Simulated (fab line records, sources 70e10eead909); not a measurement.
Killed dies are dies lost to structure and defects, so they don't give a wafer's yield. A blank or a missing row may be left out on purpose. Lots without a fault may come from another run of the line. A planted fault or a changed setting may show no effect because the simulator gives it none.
Chamber matching | flow nand_harc | NHARC_A_SGD_CUT_DEP_00 on pecvd-03: 3 sister chambers
The step deposits SiNx, target thk 50 nm. 18 wafers are shown with their chamber, then 9 later ones without.

WAFERS WITH THEIR CHAMBER
wafer  | chamber | heater_power_outer_w (W) | heater_power_w (W)
L076.2 | 2       | 533                      | 875
L076.5 | 2       | 533                      | 842
L076.6 | 0       | 356                      | 639
L078.3 | 0       | 368                      | 641
L078.4 | 2       | 512                      | 856
L078.5 | 1       | 454                      | 791
L083.2 | 2       | 546                      | 901
L083.3 | 0       | 430                      | 720
L083.4 | 2       | 560                      | 889
L084.1 | 0       | 436                      | 721
L084.5 | 1       | 445                      | 756
L084.6 | 2       | 539                      | 868
L086.2 | 2       | 540                      | 882
L086.3 | 1       | 384                      | 685
L086.5 | 0       | 457                      | 764
L085.1 | 2       | 471                      | 787
L085.5 | 1       | 474                      | 828
L085.6 | 0       | 419                      | 721

SIGNATURES (means of the wafers above)
reading              | chamber 0 | chamber 1 | chamber 2 | scatter within a chamber
heater_power_outer_w | 411.00    | 439.25    | 529.25    | 34.4
heater_power_w       | 701.00    | 765.00    | 862.50    | 46.6
Rule: a wafer's distance from a chamber is the root of the sum, over the readings, of the square of ((its reading less the chamber's mean) divided by the reading's scatter). The wafer belongs to the nearest chamber; if the next one is less than 2 further off, it can't be placed. The scatter: the root of (the sum of the squares of (reading less its chamber's mean) over the shown wafers, divided by (wafers less chambers)).

WAFERS WITHOUT THEIR CHAMBER
wafer  | heater_power_outer_w (W) | heater_power_w (W)
L087.2 | 478                      | 827
L087.3 | 446                      | 752
L087.5 | 541                      | 871
L095.3 | 433                      | 733
L095.5 | 433                      | 744
L095.6 | 523                      | 856
L094.1 | 422                      | 750
L094.3 | 436                      | 727
L094.5 | 433                      | 757

WHICH CHAMBER EACH WENT THROUGH
wafer  | from the rows above          | in truth
L087.2 | can't be placed: 2 or 1 or 0 | 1
L087.3 | can't be placed: 1 or 0      | 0
L087.5 | 2                            | 2
L095.3 | can't be placed: 1 or 0      | 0
L095.5 | can't be placed: 1 or 0      | 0
L095.6 | 2                            | 2
L094.1 | can't be placed: 1 or 0      | 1
L094.3 | can't be placed: 1 or 0      | 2
L094.5 | can't be placed: 1 or 0      | 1
Placed correctly: 2 of 9. Can't be placed from these rows: 7 (the true chamber is among the candidates in 6). Placed wrongly: 0.
